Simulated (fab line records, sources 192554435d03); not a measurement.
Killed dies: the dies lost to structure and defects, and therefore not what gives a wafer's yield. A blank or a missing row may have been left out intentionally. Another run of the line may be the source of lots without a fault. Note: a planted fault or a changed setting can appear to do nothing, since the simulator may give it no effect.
Split-lot experiment ; flow n5Finfet ; route with 1938 steps; 7 lots, 21 wafers read

THE SPLIT ITSELF
At N5_BEOL_M10_ETCH_62 (etches SOC in N2/H2, target depth 110 nm, overetch 22 nm, time 165 s), the setting timeS was moved away from the recipe's 165 s on 9 of the 21 wafers read, by -20.2% to +13.0%. All remaining wafers had this setting at the recipe value.

The reading is taken at the split's own step.

THE READING
SiARC_of_BEOL_M10_COAT_60.thkNm (the simulator's own value, which no gauge read), in nm, at N5_BEOL_M10_ETCH_62 (etches SOC in N2/H2, target depth 110 nm, overetch 22 nm, time 165 s). There is no usual value for it anywhere in the file. The 12 wafers here that ran the recipe average 23.5 nm, standard deviation 0.15 nm.

wafer;tool, chamber at the split;timeS as run, s;against the recipe;SiARC_of_BEOL_M10_COAT_60.thkNm, nm;against lot-mates on the recipe
L074.1;rieDiel-01, 3,2;186.5;+13.0%;22.8;-0.6
L074.2;rieDiel-01, 3,2;186.5;+13.0%;22.8;-0.6
L074.4;rieDiel-01, 0;165;recipe;23.4;-
L075.3;rieDiel-01, 2,1,1;165;recipe;23.6;-
L075.4;rieDiel-01, 2,1,1;165;recipe;23.6;-
L075.5;rieDiel-01, 2,1,1;165;recipe;23.6;-
L076.1;rieDiel-01, 2;165;recipe;23.4;-
L076.4;rieDiel-01, 0;183.3;+11.1%;22.6;-0.9
L076.5;rieDiel-01, 2;165;recipe;23.6;-
L077.1;rieDiel-01, 2;165;recipe;23.6;-
L077.6;rieDiel-01, 2;165;recipe;23.6;-
L077.3;rieDiel-01, 1;165;recipe;23.2;-
L080.4;rieDiel-05, 0;165;recipe;23.4;-
L080.5;rieDiel-05, 3;180.8;+9.6%;23;-0.4
L080.6;rieDiel-05, 2;180.8;+9.6%;22.6;-0.8
L083.1;rieDiel-01, 0;143.5;-13.0%;24.2;+0.4
L083.2;rieDiel-01, 2;143.5;-13.0%;24.6;+0.8
L083.6;rieDiel-01, 2;165;recipe;23.8;-
L090.4;rieDiel-01, 1;165;recipe;23.4;-
L090.5;rieDiel-01, 0;131.6;-20.2%;24.6;+1.2
L090.6;rieDiel-01, 3;131.6;-20.2%;24.8;+1.4
When a row names more than one chamber, that row covers several wafers, and the file does not tell which wafer ran in which chamber.

FIT RESULTS
A straight line over all 21 wafers: SiARC_of_BEOL_M10_COAT_60.thkNm changes by -0.063 nm for each +1% of timeS; r = -0.96; the points scatter about the line by 0.17 nm.
The same after taking each lot's own level away (the mean of its wafers on the recipe; 21 wafers): -0.0584 nm for each +1%; r = -0.96; scatter 0.16 nm.
The reading moves by 1.2 nm for the largest change in timeS, on that fit.
Measured against the standard deviation above, the lots' own levels, which go from 23.40 to 23.80 nm, span 2.6 times it.
The two slopes are in agreement: the lot-to-lot level therefore moves the slope only a little.
Check: for one of the wafers moved furthest among these (-20.2%), held out of the fit, the line's prediction against its lot-mates is +1.17 nm. It came out at +1.2 nm against them.

OTHER SPLITS ON THESE WAFERS
These wafers also went through other splits before the reading. Each is held against what the fit with the lots' levels taken away leaves over:
other split on the same wafers;wafers away from the commonest value;r with SiARC_of_BEOL_M10_COAT_60.thkNm (lot level and that fit taken away)
N5_BEOL_M9_EXPOSE_08 doseMj;11;-0.10

THE WHOLE CHAIN: every reading that the file lists as answering this split, in the file's order
step;what it does;reading;change (the file's fit);r (the file's)
N5_BEOL_M10_ETCH_62;etches SOC in N2/H2, target depth 110 nm, overetch 22 nm, time 165 s;SiARC_of_BEOL_M10_COAT_60.thkNm (the simulator's own value, which no gauge read);-0.0598 nm for each +1% of the setting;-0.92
N5_BEOL_M10_HM_OPEN_17;chemistry Cl2/BCl3, target TiN, target depth 20 nm, overetch 6 nm;etch.depthNm (the simulator's own value, which no gauge read);not straight: 19.75 at the lowest setting, 20.06 at the recipe, 18.43 at the highest;not given

THE FILE'S OWN FIT
SiARC_of_BEOL_M10_COAT_60.thkNm changes by -0.0598 nm for each +1% of timeS, r = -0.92.
